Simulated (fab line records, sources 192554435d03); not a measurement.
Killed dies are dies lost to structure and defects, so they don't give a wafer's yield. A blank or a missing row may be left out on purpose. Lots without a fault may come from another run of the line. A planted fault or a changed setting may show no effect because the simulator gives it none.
Which tool did it? | flow n5_finfet | 6 lots, 17 wafers sampled, at 4 steps of a route of 1938

WHAT THE GAUGES READ, wafer by wafer
N5_PASSIVATION_OVL_MEAS_63.
lot  | measured     | on         | PAD_OVL (nm)
L377 | day 11 23:07 | overlay-01 | 0 6 5
L379 | day 11 23:16 | overlay-01 | 10 0 5
L381 | day 13 01:13 | overlay-01 | 9 -5
L383 | day 13 20:17 | overlay-01 | 5 10 9
L390 | day 15 14:38 | overlay-02 | -4 0 -2
L399 | day 17 15:28 | overlay-01 | 5 5 -2

WHICH TOOL RAN EACH LOT (tool, then ch and the chambers of the sampled wafers, then the start)
lot  | N5_MOL_CONTACT_COAG_PRECLEAN_138    | N5_MIM_BOT_LITHO_DESCUM_10         | N5_PASSIVATION_PECVD_01
L377 | wet_bench-05 ch 0,3,4, day 5 12:10  | rie_diel-04 ch 0,1, day 11 19:31   | pecvd-03 ch 0,2, day 11 20:30
L379 | wet_bench-04 ch 2,3,6, day 5 21:40  | rie_diel-04 ch 0,1,3, day 11 19:50 | pecvd-03 ch 0,2, day 11 20:46
L381 | wet_bench-04 ch 0,5, day 6 10:46    | rie_diel-04 ch 0,2, day 12 20:46   | pecvd-03 ch 0,2, day 12 21:55
L383 | wet_bench-04 ch 1,3,4, day 7 01:33  | rie_diel-04 ch 1,2, day 13 17:17   | pecvd-01 ch 0,1,2, day 13 18:19
L390 | wet_bench-04 ch 0,1,4, day 8 17:42  | rie_diel-01 ch 1,3, day 15 09:13   | pecvd-01 ch 1,2, day 15 10:21
L399 | wet_bench-05 ch 0,3,5, day 10 23:38 | rie_diel-01 ch 0,1,3, day 17 10:09 | pecvd-01 ch 0,2, day 17 11:17
- N5_MOL_CONTACT_COAG_PRECLEAN_138: cleans in alkaline clean, time 60 s.
- N5_MIM_BOT_LITHO_DESCUM_10: chemistry O2, time 7.9 s.
- N5_PASSIVATION_PECVD_01: deposits SiNx from SiH4/NH3/N2, target thk 200 nm, time 43.2 s.

THE ANSWER, worked out from the rows above alone
Rule: what is usual is taken from the lots themselves. Put in order of their means at a reading, lots are off if they are a third of the lots or fewer, leave a main group of 4 or more, and stand apart from it by a gap of 3 or more times the standard deviation of the main group's means; of several such gaps the widest counts. A main group whose means are all the same, to the digits that the tables above print for the reading, isn't used. A lot without any number at a reading at which 4 lots or more have one is off too. The other lots that the step has rows for count as sound.
No lot is off at any reading shown: from this, nothing can be told.

WHAT THE SIMULATOR HAD PUT IN
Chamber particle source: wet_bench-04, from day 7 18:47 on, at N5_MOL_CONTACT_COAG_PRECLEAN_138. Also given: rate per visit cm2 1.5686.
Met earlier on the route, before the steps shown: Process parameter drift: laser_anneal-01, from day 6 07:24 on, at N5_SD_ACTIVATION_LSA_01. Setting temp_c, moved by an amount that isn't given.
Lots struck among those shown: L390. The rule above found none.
